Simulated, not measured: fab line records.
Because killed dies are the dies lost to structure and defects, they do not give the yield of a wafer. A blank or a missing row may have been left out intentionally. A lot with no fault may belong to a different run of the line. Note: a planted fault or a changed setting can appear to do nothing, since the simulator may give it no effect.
Lot-split experiment | flow n5_finfet | 35 wafers read from 7 lots, route of 1938 steps

== ON THE SPLIT ==
At N5_BEOL_M2_ETCH_64 (etches SOC in N2/H2, target depth 75 nm, overetch 22.5 nm, time 121.9 s), the setting time_s was moved away from the recipe's 121.9 s on 11 of the 35 wafers read, by -42.3% to +26.1%. For the rest of the wafers, this setting stayed at what the recipe calls for.

== FROM THE SPLIT TO THE READING: what the file shows between them, 4 steps ==
- N5_BEOL_M2_STRIP_65: strips in N2/H2
- N5_BEOL_M2_STRIP_75: strips in N2/H2
- N5_BEOL_M2_HM_OPEN_17: chemistry Cl2/BCl3, target TiN, target depth 20 nm, overetch 6 nm
- N5_BEOL_M2_STRIP_19: strips in O2

== THE READING ==
cd_nm, in nm, at N5_BEOL_M2_CD_MEAS_18 (pitch 36 nm, target cd 18 nm). On this fab line, fault-free wafers typically give 18.0 nm with a standard deviation of 0.35 nm.

wafer  | tool, chamber at the split | time_s as run, s | against the recipe | cd_nm, nm | against lot-mates on the recipe
L075.3 | rie_diel-03, 2             | 121.9            | recipe             | 18.0      | -
L075.4 | rie_diel-03, 0             | 121.9            | recipe             | 17.8      | -
L075.5 | rie_diel-03, 0             | 121.9            | recipe             | 17.9      | -
L078.1 | rie_diel-06, 3             | 121.9            | recipe             | 18.6      | -
L078.2 | rie_diel-06, 2             | 83.98            | -31.1%             | 17.3      | -1.2
L078.3 | rie_diel-06, 2             | 83.98            | -31.1%             | 17.0      | -1.5
L078.4 | rie_diel-06, 3             | 121.9            | recipe             | 18.4      | -
L078.5 | rie_diel-06, 3             | 83.98            | -31.1%             | 17.5      | -1.0
L078.6 | rie_diel-06, 2             | 121.9            | recipe             | 18.4      | -
L074.1 | rie_diel-02, 0             | 121.9            | recipe             | 17.4      | -
L074.4 | rie_diel-02, 1             | 121.9            | recipe             | 17.7      | -
L074.5 | rie_diel-02, 2             | 121.9            | recipe             | 18.1      | -
L080.1 | rie_diel-03, 3             | 81.77            | -32.9%             | 17.5      | -0.7
L080.2 | rie_diel-03, 1             | 81.77            | -32.9%             | 17.1      | -1.1
L080.3 | rie_diel-03, 0             | 121.9            | recipe             | 18.1      | -
L080.4 | rie_diel-03, 2             | 121.9            | recipe             | 18.4      | -
L080.5 | rie_diel-03, 0             | 121.9            | recipe             | 18.2      | -
L080.6 | rie_diel-03, 1             | 81.77            | -32.9%             | 17.4      | -0.8
L085.1 | rie_diel-03, 0             | 121.9            | recipe             | 18.1      | -
L085.2 | rie_diel-03, 3             | 153.7            | +26.1%             | 19.0      | +1.0
L085.3 | rie_diel-03, 2             | 153.7            | +26.1%             | 18.9      | +0.9
L085.4 | rie_diel-03, 1             | 121.9            | recipe             | 17.9      | -
L085.5 | rie_diel-03, 1             | 121.9            | recipe             | 18.0      | -
L085.6 | rie_diel-03, 0             | 153.7            | +26.1%             | 18.8      | +0.8
L093.1 | rie_diel-06, 3             | 121.9            | recipe             | 18.4      | -
L093.2 | rie_diel-06, 1             | 121.9            | recipe             | 17.5      | -
L093.4 | rie_diel-06, 0             | 121.9            | recipe             | 18.4      | -
L093.5 | rie_diel-06, 3             | 70.36            | -42.3%             | 16.7      | -1.4
L093.6 | rie_diel-06, 0             | 70.36            | -42.3%             | 17.4      | -0.7
L092.1 | rie_diel-02, 1             | 121.9            | recipe             | 17.9      | -
L092.2 | rie_diel-02, 3             | 121.9            | recipe             | 17.6      | -
L092.3 | rie_diel-02, 0             | 121.9            | recipe             | 17.7      | -
L092.4 | rie_diel-02, 2             | 121.9            | recipe             | 18.1      | -
L092.5 | rie_diel-02, 0             | 121.9            | recipe             | 17.8      | -
L092.6 | rie_diel-02, 1             | 121.9            | recipe             | 17.9      | -

THE FIT
A straight line over all 35 wafers: cd_nm changes by +0.0251 nm for each +1% of time_s; r = +0.83; the points scatter about the line by 0.3 nm.
The same after taking each lot's own level away (the mean of its wafers on the recipe; 35 wafers): +0.0308 nm for each +1%; r = +0.92; scatter 0.24 nm.
According to that fit, moving time_s by its largest amount changes the reading by 1.3 nm.
The span of the lots' own levels, 17.73 to 18.47 nm, comes to 2.1 times the standard deviation stated above.
Hence the slope depends on the lot-to-lot level, as the two fits are not the same.
Check: for one of the wafers moved furthest among these (-42.3%), held out of the fit, the line's prediction against its lot-mates is -1.27 nm. It came out at -1.4 nm against them.
Tool readings at the split's step, against how far the setting was moved: oes_product_au r = -0.79.

== THESE WAFERS: OTHER SPLITS ==
Note: prior to the reading, these wafers also went through further splits. Each is held against what the fit with the lots' levels taken away leaves over:
other split on the same wafers                 | wafers away from the commonest value | r with cd_nm (lot level and that fit taken away)
N5_PMOS_HMC_CHANNEL_EPI_HM_DEP_34 target_thk_a | 9                                    | -0.01
N5_FIN_SAQP_MANDREL_ETCH_22 target_depth_a     | 16                                   | +0.10
N5_GATE_CUT_DESCUM_18 time_s                   | 11                                   | +0.13
N5_BEOL_M0_SAQP_CUT_ETCH_46 target_depth_a     | 11                                   | -0.04

== THE WHOLE CHAIN: every reading that the file lists as answering this split, in the file's order ==
step                  | what it does                                                            | reading                                                                          | change (the file's fit)                                                              | r (the file's)
N5_BEOL_M2_ETCH_64    | etches SOC in N2/H2, target depth 75 nm, overetch 22.5 nm, time 121.9 s | oes_product_au                                                                   | -0.00351 a.u. for each +1% of the setting                                            | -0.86
N5_BEOL_M2_ETCH_64    | etches SOC in N2/H2, target depth 75 nm, overetch 22.5 nm, time 121.9 s | etch.depth_nm (the simulator's own value, which no gauge read)                   | not straight: 40.85 at the lowest setting, 60.13 at the recipe, 60.14 at the highest | not given
N5_BEOL_M2_ETCH_64    | etches SOC in N2/H2, target depth 75 nm, overetch 22.5 nm, time 121.9 s | SiARC_of_BEOL_M2_COAT_62.thk_nm (the simulator's own value, which no gauge read) | -0.0562 nm for each +1% of the setting                                               | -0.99
N5_BEOL_M2_ETCH_64    | etches SOC in N2/H2, target depth 75 nm, overetch 22.5 nm, time 121.9 s | BEOL_M2.cd_offset_nm (the simulator's own value, which no gauge read)            | +0.0234 nm for each +1% of the setting                                               | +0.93
N5_BEOL_M2_CD_MEAS_18 | pitch 36 nm, target cd 18 nm                                            | cd_nm                                                                            | +0.0302 nm for each +1% of the setting                                               | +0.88

== THE FILE'S OWN FIT ==
cd_nm changes by +0.0302 nm for each +1% of time_s, r = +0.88.
